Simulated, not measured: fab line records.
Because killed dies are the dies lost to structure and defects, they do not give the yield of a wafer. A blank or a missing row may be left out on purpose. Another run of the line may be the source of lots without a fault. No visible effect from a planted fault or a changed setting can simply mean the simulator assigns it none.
Which tool did it? + flow nand harc + 24 lots with 72 wafers sampled at 6 steps, on a route of 1302 steps

WHAT THE GAUGES SHOWED, per wafer
No reading from a measuring or inspecting step in the record can be judged against a usual standard deviation.

WHAT TOOL EACH LOT RAN ON (gives the tool, then ch and the chambers of the sampled wafers, and finally the start)
| lot  | NHARC_A_STAIRCASE_TRIM_14                     | NHARC_A_STAIRCASE_TRIM_18                     | NHARC_A_STAIRCASE_ETCH_25                     | NHARC_A_STAIRCASE_ETCH_27                     | NHARC_A_STAIRCASE_DESCUM_186       | NHARC_A_STAIRCASE_ETCH_188     |
|------|-----------------------------------------------|-----------------------------------------------|-----------------------------------------------|-----------------------------------------------|------------------------------------|--------------------------------|
| L074 | rie diel-02 ch 0,1, day 15 23:56 or earlier   | rie diel-02 ch 1,2,3, day 15 23:56 or earlier | rie diel-04 ch 2,3, day 15 23:56 or earlier   | rie diel-04 ch 2,3, day 15 23:56 or earlier   | rie diel-12 ch 1,2,3, day 15 23:56 | rie diel-12 ch 1,3, no start   |
| L075 | rie diel-02 ch 0,1,2, day 15 23:31 or earlier | rie diel-02 ch 0,2,3, day 15 23:31 or earlier | rie diel-12 ch 1,2,3, day 15 23:31 or earlier | rie diel-12 ch 0,1,2, day 15 23:31 or earlier | rie diel-02 ch 0,1,2, day 15 23:31 | rie diel-02 ch 0,2,3, no start |
| L076 | rie diel-02 ch 1,2,3, day 16 23:14 or earlier | rie diel-02 ch 1,2,3, day 16 23:14 or earlier | rie diel-04 ch 0,1,3, day 16 23:14 or earlier | rie diel-04 ch 0,1,2, day 16 23:14 or earlier | rie diel-12 ch 0,1,3, day 16 23:14 | rie diel-12 ch 1,3, no start   |
| L078 | rie diel-02 ch 0,2, day 17 07:37 or earlier   | rie diel-02 ch 1,2, day 17 07:37 or earlier   | rie diel-02 ch 0,1,2, day 17 07:37 or earlier | rie diel-02 ch 0,2, day 17 07:37 or earlier   | rie diel-02 ch 0,1,2, day 17 07:37 | rie diel-02 ch 0,1, no start   |
| L079 | rie diel-12 ch 2,3, day 17 11:20 or earlier   | rie diel-12 ch 0,1,2, day 17 11:20 or earlier | rie diel-04 ch 1,2,3, day 17 11:20 or earlier | rie diel-04 ch 0,3, day 17 11:20 or earlier   | rie diel-12 ch 2,3, day 17 11:20   | rie diel-12 ch 0,2,3, no start |
| L077 | rie diel-12 ch 2,3, day 17 11:46 or earlier   | rie diel-12 ch 1,2,3, day 17 11:46 or earlier | rie diel-12 ch 0,1,2, day 17 11:46 or earlier | rie diel-12 ch 1,2,3, day 17 11:46 or earlier | rie diel-04 ch 2,3, day 17 11:46   | rie diel-04 ch 0,1,3, no start |
| L080 | rie diel-04 ch 0,1,3, day 18 08:10 or earlier | rie diel-04 ch 0,2, day 18 08:10 or earlier   | rie diel-02 ch 0,2, day 18 08:10 or earlier   | rie diel-02 ch 0,1,2, day 18 08:10 or earlier | rie diel-12 ch 0,1,3, day 18 08:10 | rie diel-12 ch 1,2,3, no start |
| L081 | rie diel-12 ch 0,2,3, day 18 19:14 or earlier | rie diel-12 ch 1,3, day 18 19:14 or earlier   | rie diel-04 ch 0,1,3, day 18 19:14 or earlier | rie diel-04 ch 0,2,3, day 18 19:14 or earlier | rie diel-04 ch 2,3, day 18 19:14   | rie diel-04 ch 2,3, no start   |
| L082 | rie diel-04 ch 1,2, day 19 01:54 or earlier   | rie diel-04 ch 0,1, day 19 01:54 or earlier   | rie diel-02 ch 0,1, day 19 01:54 or earlier   | rie diel-02 ch 1,2,3, day 19 01:54 or earlier | rie diel-04 ch 0,1,3, day 19 01:54 | rie diel-04 ch 0,1,3, no start |
| L083 | rie diel-12 ch 0,2,3, day 19 02:10 or earlier | rie diel-12 ch 0,1,3, day 19 02:10 or earlier | rie diel-12 ch 0,1,2, day 19 02:10 or earlier | rie diel-12 ch 0,1,3, day 19 02:10 or earlier | rie diel-12 ch 0,1,2, day 19 02:10 | rie diel-12 ch 0,1,2, no start |
| L084 | rie diel-04 ch 0,1,2, day 20 00:17 or earlier | rie diel-04 ch 1,2,3, day 20 00:17 or earlier | rie diel-02 ch 0,3, day 20 00:17 or earlier   | rie diel-02 ch 1,2, day 20 00:17 or earlier   | rie diel-12 ch 0,1,2, day 20 00:17 | rie diel-12 ch 0,2,3, no start |
| L085 | rie diel-02 ch 0,1,3, day 20 18:53 or earlier | rie diel-02 ch 0,1,3, day 20 18:53 or earlier | rie diel-12 ch 0,1, day 20 18:53 or earlier   | rie diel-12 ch 0,1, day 20 18:53 or earlier   | rie diel-12 ch 2,3, day 20 18:53   | rie diel-12 ch 1,2,3, no start |
| L086 | rie diel-04 ch 1,2,3, day 21 01:26 or earlier | rie diel-04 ch 1,2,3, day 21 01:26 or earlier | rie diel-02 ch 1,2,3, day 21 01:26 or earlier | rie diel-02 ch 0,2,3, day 21 01:26 or earlier | rie diel-12 ch 1,2, day 21 01:26   | rie diel-12 ch 1,2,3, no start |
| L087 | rie diel-04 ch 0,1,3, day 21 08:49 or earlier | rie diel-04 ch 1,2,3, day 21 08:49 or earlier | rie diel-02 ch 0,1,3, day 21 08:49 or earlier | rie diel-02 ch 0,1, day 21 08:49 or earlier   | rie diel-12 ch 0,1,2, day 21 08:49 | rie diel-12 ch 0,1,3, no start |
| L088 | rie diel-02 ch 2,3, day 22 03:09 or earlier   | rie diel-02 ch 0,1,2, day 22 03:09 or earlier | rie diel-12 ch 0,1, day 22 03:09 or earlier   | rie diel-12 ch 0,1,3, day 22 03:09 or earlier | rie diel-02 ch 1,2, day 22 03:09   | rie diel-02 ch 1,2, no start   |
| L089 | rie diel-04 ch 0,1,3, day 22 03:47 or earlier | rie diel-04 ch 1,2,3, day 22 03:47 or earlier | rie diel-02 ch 0,1,2, day 22 03:47 or earlier | rie diel-02 ch 0,2,3, day 22 03:47 or earlier | rie diel-04 ch 2,3, day 22 03:47   | rie diel-04 ch 0,1,3, no start |
| L091 | rie diel-02 ch 0,1,2, day 22 14:19 or earlier | rie diel-02 ch 0,1,3, day 22 14:19 or earlier | rie diel-12 ch 2,3, day 22 14:19 or earlier   | rie diel-12 ch 0,1,3, day 22 14:19 or earlier | rie diel-04 ch 0,1, day 22 14:19   | rie diel-04 ch 0,2,3, no start |
| L090 | rie diel-04 ch 0,1,2, day 22 14:59 or earlier | rie diel-04 ch 0,1, day 22 14:59 or earlier   | rie diel-04 ch 0,1, day 22 14:59 or earlier   | rie diel-04 ch 0,1,2, day 22 14:59 or earlier | rie diel-12 ch 1,3, day 22 14:59   | rie diel-12 ch 0,1, no start   |
| L092 | rie diel-12 ch 1,2,3, day 23 03:05 or earlier | rie diel-12 ch 1,3, day 23 03:05 or earlier   | rie diel-04 ch 0,3, day 23 03:05 or earlier   | rie diel-04 ch 1,3, day 23 03:05 or earlier   | rie diel-04 ch 0,2, day 23 03:05   | rie diel-04 ch 1,3, no start   |
| L093 | rie diel-02 ch 1,2,3, day 23 07:01 or earlier | rie diel-02 ch 1,2,3, day 23 07:01 or earlier | rie diel-02 ch 1,2,3, day 23 07:01 or earlier | rie diel-02 ch 0,1,2, day 23 07:01 or earlier | rie diel-12 ch 1,2,3, day 23 07:01 | rie diel-12 ch 0,1,2, no start |
| L094 | rie diel-12 ch 1,2, day 24 03:04 or earlier   | rie diel-12 ch 0,3, day 24 03:04 or earlier   | rie diel-12 ch 2,3, day 24 03:04 or earlier   | rie diel-12 ch 0,1,2, day 24 03:04 or earlier | rie diel-12 ch 0,3, day 24 03:04   | rie diel-12 ch 0,2,3, no start |
| L096 | rie diel-12 ch 0,2, day 24 20:23 or earlier   | rie diel-12 ch 0,1,2, day 24 20:23 or earlier | rie diel-12 ch 0,1,2, day 24 20:23 or earlier | rie diel-12 ch 0,1,3, day 24 20:23 or earlier | rie diel-02 ch 1,2,3, day 24 20:23 | rie diel-02 ch 0,1,3, no start |
| L095 | rie diel-02 ch 0,1,3, day 24 20:38 or earlier | rie diel-02 ch 0,2,3, day 24 20:38 or earlier | rie diel-02 ch 0,2, day 24 20:38 or earlier   | rie diel-02 ch 0,1,2, day 24 20:38 or earlier | rie diel-04 ch 0,2,3, day 24 20:38 | rie diel-04 ch 1,2,3, no start |
| L097 | rie diel-12 ch 1,2,3, day 25 19:37 or earlier | rie diel-12 ch 0,2, day 25 19:37 or earlier   | rie diel-12 ch 0,2,3, day 25 19:37 or earlier | rie diel-12 ch 0,2,3, day 25 19:37 or earlier | rie diel-12 ch 2,3, day 25 19:37   | rie diel-12 ch 2,3, no start   |
- NHARC_A_STAIRCASE_TRIM_14: chemistry O2, time 211.2 s.
- NHARC_A_STAIRCASE_TRIM_18: chemistry O2, time 211.2 s.
- NHARC_A_STAIRCASE_ETCH_25: etches the open film in C4F8/O2, target depth 100 nm, time 40.5 s.
- NHARC_A_STAIRCASE_ETCH_27: etches the open film in C4F8/O2, target depth 100 nm, time 40.5 s.
- NHARC_A_STAIRCASE_DESCUM_186: chemistry O2, time 3 s.
- NHARC_A_STAIRCASE_ETCH_188: etches the open film in C4F8/O2, target depth 100 nm, time 40.5 s.

AS READ BY THE TOOLS THEMSELVES (means over the sampled wafers that have a number; for cases with no such wafer, the mark the record gives instead)
NHARC_A_STAIRCASE_TRIM_14.
| lot  | tool        | drypump motor current A (A) | oes product au (a.u.) | rf vpp V (V) | showerhead plenum p Torr (Torr) | throttle valve pct (%) |
|------|-------------|-----------------------------|-----------------------|--------------|---------------------------------|------------------------|
| L074 | rie diel-02 | 6.1                         | 1.003                 | 57.8         | 3.61                            | 17.037                 |
| L075 | rie diel-02 | 5.8                         | 0.995                 | 57.9         | 3.58                            | 17.038                 |
| L076 | rie diel-02 | 5.4                         | 0.998                 | 57.5         | 3.57                            | 17.042                 |
| L078 | rie diel-02 | 6.3                         | 0.992                 | 57.8         | 3.61                            | 17.042                 |
| L079 | rie diel-12 | 5.7                         | 1.011                 | 57.3         | 3.57                            | 17.034                 |
| L077 | rie diel-12 | 5.5                         | 1.010                 | 57.7         | 3.48                            | 17.044                 |
| L080 | rie diel-04 | 5.8                         | 1.000                 | 58.6         | 3.66                            | 17.033                 |
| L081 | rie diel-12 | 5.7                         | 1.001                 | 58.0         | 3.44                            | 17.030                 |
| L082 | rie diel-04 | 6.1                         | 0.997                 | 59.5         | 3.79                            | 17.036                 |
| L083 | rie diel-12 | 5.7                         | 1.010                 | 57.9         | 3.44                            | 17.037                 |
| L084 | rie diel-04 | 5.9                         | 1.001                 | 58.0         | 3.68                            | 17.046                 |
| L085 | rie diel-02 | 5.8                         | 0.998                 | 57.8         | 3.59                            | 17.043                 |
| L086 | rie diel-04 | 6.1                         | 0.995                 | 57.9         | 3.76                            | 17.041                 |
| L087 | rie diel-04 | 5.8                         | 1.007                 | 57.5         | 3.65                            | 17.052                 |
| L088 | rie diel-02 | 5.6                         | 1.001                 | 57.9         | 3.59                            | 17.038                 |
| L089 | rie diel-04 | 5.8                         | 0.996                 | 57.9         | 3.64                            | 17.042                 |
| L091 | rie diel-02 | 5.8                         | 0.990                 | 57.8         | 3.55                            | 17.028                 |
| L090 | rie diel-04 | 5.9                         | 1.007                 | 57.7         | 3.67                            | 17.046                 |
| L092 | rie diel-12 | 6.0                         | 1.006                 | 58.7         | 3.54                            | 17.034                 |
| L093 | rie diel-02 | 5.4                         | 1.010                 | 58.0         | 3.55                            | 17.025                 |
| L094 | rie diel-12 | 6.2                         | 1.000                 | 58.1         | 3.53                            | 17.034                 |
| L096 | rie diel-12 | 5.6                         | 1.017                 | 58.1         | 3.64                            | 17.033                 |
| L095 | rie diel-02 | 5.8                         | 1.003                 | 58.0         | 3.57                            | 17.033                 |
| L097 | rie diel-12 | 6.0                         | 1.015                 | 57.6         | 3.53                            | 17.033                 |

NHARC_A_STAIRCASE_TRIM_18.
| lot  | tool        | drypump motor current A (A) | oes product au (a.u.) | rf vpp V (V) | showerhead plenum p Torr (Torr) | throttle valve pct (%) |
|------|-------------|-----------------------------|-----------------------|--------------|---------------------------------|------------------------|
| L074 | rie diel-02 | 5.4                         | 0.995                 | 57.7         | 3.58                            | 17.046                 |
| L075 | rie diel-02 | 5.9                         | 1.002                 | 58.7         | 3.62                            | 17.042                 |
| L076 | rie diel-02 | 5.4                         | 0.997                 | 58.3         | 3.57                            | 17.034                 |
| L078 | rie diel-02 | 5.2                         | 1.003                 | 57.4         | 3.54                            | 17.040                 |
| L079 | rie diel-12 | 5.9                         | 0.992                 | 58.0         | 3.44                            | 17.031                 |
| L077 | rie diel-12 | 6.0                         | 1.005                 | 57.9         | 3.56                            | 17.039                 |
| L080 | rie diel-04 | 6.0                         | 1.013                 | 58.5         | 3.69                            | 17.036                 |
| L081 | rie diel-12 | 6.2                         | 0.995                 | 57.9         | 3.65                            | 17.040                 |
| L082 | rie diel-04 | 5.5                         | 1.017                 | 57.7         | 3.57                            | 17.035                 |
| L083 | rie diel-12 | 6.1                         | 0.992                 | 58.4         | 3.53                            | 17.037                 |
| L084 | rie diel-04 | 6.1                         | 0.993                 | 57.4         | 3.77                            | 17.033                 |
| L085 | rie diel-02 | 5.8                         | 1.004                 | 58.2         | 3.59                            | 17.029                 |
| L086 | rie diel-04 | 6.2                         | 1.004                 | 57.6         | 3.76                            | 17.037                 |
| L087 | rie diel-04 | 6.1                         | 0.997                 | 57.2         | 3.76                            | 17.042                 |
| L088 | rie diel-02 | 5.7                         | 1.000                 | 58.3         | 3.55                            | 17.036                 |
| L089 | rie diel-04 | 6.2                         | 0.994                 | 57.9         | 3.76                            | 17.044                 |
| L091 | rie diel-02 | 5.8                         | 0.998                 | 58.5         | 3.58                            | 17.043                 |
| L090 | rie diel-04 | 5.8                         | 0.996                 | 57.1         | 3.67                            | 17.029                 |
| L092 | rie diel-12 | 6.2                         | 1.000                 | 57.6         | 3.64                            | 17.038                 |
| L093 | rie diel-02 | 5.4                         | 1.008                 | 56.8         | 3.55                            | 17.037                 |
| L094 | rie diel-12 | 5.8                         | 1.005                 | 58.3         | 3.74                            | 17.038                 |
| L096 | rie diel-12 | 5.9                         | 1.021                 | 56.8         | 3.58                            | 17.034                 |
| L095 | rie diel-02 | 5.9                         | 1.002                 | 57.9         | 3.58                            | 17.043                 |
| L097 | rie diel-12 | 5.5                         | 1.019                 | 58.8         | 3.49                            | 17.039                 |

NHARC_A_STAIRCASE_ETCH_25.
| lot  | tool        | oes product au (a.u.) | rf vpp V (V) |
|------|-------------|-----------------------|--------------|
| L074 | rie diel-04 | 0.945                 | 891          |
| L075 | rie diel-12 | 0.949                 | 897          |
| L076 | rie diel-04 | 0.949                 | 901          |
| L078 | rie diel-02 | 0.931                 | 897          |
| L079 | rie diel-04 | 0.932                 | 905          |
| L077 | rie diel-12 | 0.932                 | 893          |
| L080 | rie diel-02 | 0.945                 | 898          |
| L081 | rie diel-04 | 0.953                 | 900          |
| L082 | rie diel-02 | 0.942                 | 898          |
| L083 | rie diel-12 | 0.941                 | 892          |
| L084 | rie diel-02 | 0.958                 | 900          |
| L085 | rie diel-12 | 0.958                 | 902          |
| L086 | rie diel-02 | 0.954                 | 897          |
| L087 | rie diel-02 | 0.944                 | 898          |
| L088 | rie diel-12 | 0.923                 | 901          |
| L089 | rie diel-02 | 0.933                 | 897          |
| L091 | rie diel-12 | 0.957                 | 893          |
| L090 | rie diel-04 | 0.950                 | 901          |
| L092 | rie diel-04 | 0.949                 | 900          |
| L093 | rie diel-02 | 0.952                 | 896          |
| L094 | rie diel-12 | 0.965                 | 897          |
| L096 | rie diel-12 | 0.954                 | 898          |
| L095 | rie diel-02 | 0.941                 | 898          |
| L097 | rie diel-12 | 0.961                 | 898          |

NHARC_A_STAIRCASE_ETCH_27.
| lot  | tool        | oes product au (a.u.) | rf vpp V (V) |
|------|-------------|-----------------------|--------------|
| L074 | rie diel-04 | 0.944                 | 897          |
| L075 | rie diel-12 | 0.941                 | 894          |
| L076 | rie diel-04 | 0.957                 | 902          |
| L078 | rie diel-02 | 0.935                 | 898          |
| L079 | rie diel-04 | 0.944                 | 900          |
| L077 | rie diel-12 | 0.940                 | 897          |
| L080 | rie diel-02 | 0.942                 | 897          |
| L081 | rie diel-04 | 0.951                 | 901          |
| L082 | rie diel-02 | 0.937                 | 897          |
| L083 | rie diel-12 | 0.943                 | 896          |
| L084 | rie diel-02 | 0.934                 | 896          |
| L085 | rie diel-12 | 0.958                 | 904          |
| L086 | rie diel-02 | 0.921                 | 898          |
| L087 | rie diel-02 | 0.936                 | 897          |
| L088 | rie diel-12 | 0.940                 | 902          |
| L089 | rie diel-02 | 0.940                 | 898          |
| L091 | rie diel-12 | 0.943                 | 901          |
| L090 | rie diel-04 | 0.949                 | 900          |
| L092 | rie diel-04 | 0.940                 | 903          |
| L093 | rie diel-02 | 0.943                 | 896          |
| L094 | rie diel-12 | 0.950                 | 897          |
| L096 | rie diel-12 | 0.951                 | 901          |
| L095 | rie diel-02 | 0.946                 | 897          |
| L097 | rie diel-12 | 0.965                 | 898          |

NHARC_A_STAIRCASE_DESCUM_186.
| lot  | tool        | drypump motor current A (A) | oes product au (a.u.) | rf vpp V (V) | showerhead plenum p Torr (Torr) | throttle valve pct (%) |
|------|-------------|-----------------------------|-----------------------|--------------|---------------------------------|------------------------|
| L074 | rie diel-12 | 6.0                         | 0.999                 | 57.6         | 1.94                            | 11.323                 |
| L075 | rie diel-02 | 5.8                         | 0.997                 | 58.1         | 1.94                            | 11.312                 |
| L076 | rie diel-12 | 6.1                         | 1.010                 | 57.7         | 1.92                            | 11.315                 |
| L078 | rie diel-02 | 5.8                         | 0.995                 | 58.7         | 1.94                            | 11.308                 |
| L079 | rie diel-12 | 5.5                         | 1.003                 | 57.7         | 1.89                            | 11.316                 |
| L077 | rie diel-04 | 6.1                         | 0.994                 | 58.9         | 2.04                            | 11.317                 |
| L080 | rie diel-12 | 6.1                         | 0.997                 | 57.8         | 1.91                            | 11.303                 |
| L081 | rie diel-04 | 6.2                         | 0.999                 | 58.5         | 2.06                            | 11.308                 |
| L082 | rie diel-04 | 5.8                         | 0.999                 | 58.2         | 1.99                            | 11.317                 |
| L083 | rie diel-12 | 5.9                         | 0.989                 | 57.3         | 1.86                            | 11.314                 |
| L084 | rie diel-12 | 5.9                         | 1.009                 | 58.5         | 1.96                            | 11.309                 |
| L085 | rie diel-12 | 5.5                         | 1.013                 | 57.8         | 1.88                            | 11.314                 |
| L086 | rie diel-12 | 6.2                         | 0.996                 | 57.9         | 1.92                            | 11.308                 |
| L087 | rie diel-12 | 5.9                         | 1.005                 | 58.3         | 1.95                            | 11.307                 |
| L088 | rie diel-02 | 5.2                         | 0.998                 | 58.3         | 1.91                            | 11.304                 |
| L089 | rie diel-04 | 6.2                         | 1.003                 | 58.1         | 2.05                            | 11.312                 |
| L091 | rie diel-04 | 5.8                         | 1.001                 | 58.7         | 1.99                            | 11.308                 |
| L090 | rie diel-12 | 6.4                         | 0.994                 | 58.0         | 1.97                            | 11.312                 |
| L092 | rie diel-04 | 5.6                         | 1.004                 | 57.8         | 1.93                            | 11.317                 |
| L093 | rie diel-12 | 6.0                         | 1.002                 | 57.4         | 1.92                            | 11.303                 |
| L094 | rie diel-12 | 5.9                         | 1.009                 | 58.1         | 2.01                            | 11.318                 |
| L096 | rie diel-02 | 5.4                         | 1.001                 | 58.4         | 1.92                            | 11.310                 |
| L095 | rie diel-04 | 5.9                         | 0.998                 | 58.7         | 1.97                            | 11.322                 |
| L097 | rie diel-12 | 5.5                         | 1.018                 | 56.7         | 1.86                            | 11.313                 |

NHARC_A_STAIRCASE_ETCH_188.
| lot  | tool        | oes product au (a.u.) | rf vpp V (V) |
|------|-------------|-----------------------|--------------|
| L074 | rie diel-12 | 0.931                 | 901          |
| L075 | rie diel-02 | 0.946                 | 899          |
| L076 | rie diel-12 | 0.949                 | 900          |
| L078 | rie diel-02 | 0.949                 | 897          |
| L079 | rie diel-12 | 0.958                 | 892          |
| L077 | rie diel-04 | 0.940                 | 901          |
| L080 | rie diel-12 | 0.955                 | 898          |
| L081 | rie diel-04 | 0.948                 | 904          |
| L082 | rie diel-04 | 0.949                 | 901          |
| L083 | rie diel-12 | 0.938                 | 893          |
| L084 | rie diel-12 | 0.963                 | 900          |
| L085 | rie diel-12 | 0.943                 | 896          |
| L086 | rie diel-12 | 0.943                 | 897          |
| L087 | rie diel-12 | 0.960                 | 902          |
| L088 | rie diel-02 | 0.917                 | 896          |
| L089 | rie diel-04 | 0.956                 | 901          |
| L091 | rie diel-04 | 0.962                 | 900          |
| L090 | rie diel-12 | 0.961                 | 903          |
| L092 | rie diel-04 | 0.939                 | 903          |
| L093 | rie diel-12 | 0.959                 | 899          |
| L094 | rie diel-12 | 0.942                 | 899          |
| L096 | rie diel-02 | 0.951                 | 898          |
| L095 | rie diel-04 | 0.944                 | 904          |
| L097 | rie diel-12 | 0.952                 | 893          |

THE ANSWER, worked out from the rows above alone
Rule: the lots themselves supply what counts as usual. Put in order of their means at a reading, lots are off if they are a third of the lots or fewer, leave a main group of 4 or more, and stand apart from it by a gap of 3 or more times the standard deviation of the main group's means; of several such gaps the widest counts. A main group is skipped when, at the precision printed for the reading in the tables above, its means are all equal. Also off: a lot with no number at a reading for which 4 or more lots have one. Any other lot the step has rows for is counted as sound. First the gauges in route order, then the tools' own readings, where a lot's mean is used as printed above. At the first step where some lot is off, the reading lying furthest off is the one used; lots without a number count as furthest.
No lot is off at any reading shown: from this, nothing can be told.

WHAT THE SIMULATOR HAD INSERTED
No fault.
